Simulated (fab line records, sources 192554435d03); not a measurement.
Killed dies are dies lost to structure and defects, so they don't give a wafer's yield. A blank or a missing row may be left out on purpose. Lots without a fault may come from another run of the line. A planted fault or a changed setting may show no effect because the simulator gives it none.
Problem report in the 8D (eight disciplines) form, filled by code | flow n5_finfet | the parts of the form that need people (team, actions taken, sign-off) are left out

1. THE PROBLEM
sort_bin_5_function at N5_PASSIVATION_PROBE_49 reads a mean of 90.5 % on 1 wafer of 1 lot; wafers without a fault read 5.3 % with a standard deviation of 0.88. That is +97 standard deviations from the usual mean.
First seen on wafer L498.3, day 16 20:16, on prober-02. The record holds 1 wafer of 1 lot with a number at this step. Rule for "out", or "out of limits": more than 4 standard deviations from the usual mean. The other wafers with a number count as sound.

2. WHAT IT IS AND WHAT IT IS NOT
question                    | is                                                                                                                      | is not
which readings at this step | sort_bin_5_function, defect_limited_yield, killed_at_front_end, killed_dies, killed_on_rim, sort_n_pass, sort_yield_pct | killed_at_M0_to_M3, killed_at_M4_up, killed_at_contacts, killed_at_other, killed_open, killed_short, sort_bin_6_memory
which lots                  | L498                                                                                                                    | -
which wafers of those lots  | all that have a number                                                                                                  | -
read on which tools         | prober-02                                                                                                               | -
when                        | from day 16 20:16                                                                                                       | up to then (0 sound wafers)

3. SUSPECTS, AND WHAT RULES EACH OUT
Counting: a tool at a process step up to the reading stays a suspect if it ran every lot that is out and no sound lot after the first of them.
- rie_diel-02 at N5_FIN_CUT_CUT_ETCH_27 (etches SiO2 in CHF3/O2, target depth 4 nm, overetch 2 nm, time 4.9 s): kept. It ran the lot that is out, L498 (day 6 21:32), and no sound lot after that.
- prober-02 at N5_PASSIVATION_PROBE_49: kept. It ran the lot that is out, L498 (day 16 20:16), and no sound lot after that. Its own readings are out on those wafers: defect_limited_yield, killed_at_front_end, killed_dies, killed_on_rim, sort_bin_5_function, sort_n_pass, sort_yield_pct.
Left after counting: rie_diel-02 at N5_FIN_CUT_CUT_ETCH_27, prober-02 at N5_PASSIVATION_PROBE_49.

4. THE CAUSE (what the simulator had put in)
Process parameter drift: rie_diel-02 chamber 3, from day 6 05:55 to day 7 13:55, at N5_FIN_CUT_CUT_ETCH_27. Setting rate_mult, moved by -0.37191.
Counting left 2 suspects, and this tool is among them.

5. THE CHAIN OF EFFECTS, in route order
Each row: a reading whose mean over the struck wafers that have a number lies more than 3 standard deviations from the usual. Only readings for which the record gives a usual standard deviation are gone through. hours: the time from each lot's start at the first step in this table that gives one to its start at this step, as a median over the lots. sigmas: the change in usual standard deviations.
hours | step                    | reading              | usual  | on struck wafers | change | sigmas
0     | N5_PASSIVATION_PROBE_49 | defect_limited_yield | 91.0 % | 5.7              | -85.3  | -66
0     | N5_PASSIVATION_PROBE_49 | killed_at_front_end  | 43     | 1035             | +992   | +90
0     | N5_PASSIVATION_PROBE_49 | killed_dies          | 106    | 1113             | +1007  | +67
0     | N5_PASSIVATION_PROBE_49 | killed_on_rim        | 14     | 118              | +104   | +27
0     | N5_PASSIVATION_PROBE_49 | sort_bin_5_function  | 5.3 %  | 90.5             | +85.2  | +97
0     | N5_PASSIVATION_PROBE_49 | sort_n_pass          | 1074   | 67               | -1007  | -67
0     | N5_PASSIVATION_PROBE_49 | sort_yield_pct       | 91.0 % | 5.7              | -85.3  | -66
The process steps in it:
- N5_PASSIVATION_PROBE_49

6. WHAT WOULD HAVE CAUGHT IT SOONER
In this record the first reading out of limits was taken at day 16 20:16, 254 hours after the fault began at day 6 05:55.
Of the tool readings at N5_FIN_CUT_CUT_ETCH_27 for which the record gives a usual standard deviation, none was out on any struck wafer, so an alarm limit of 4 standard deviations on them would not have fired.
All the lots that are out (1) had begun N5_FIN_CUT_CUT_ETCH_27 on rie_diel-02 by day 16 20:16. A hold on the tool at that time would have spared none of them.
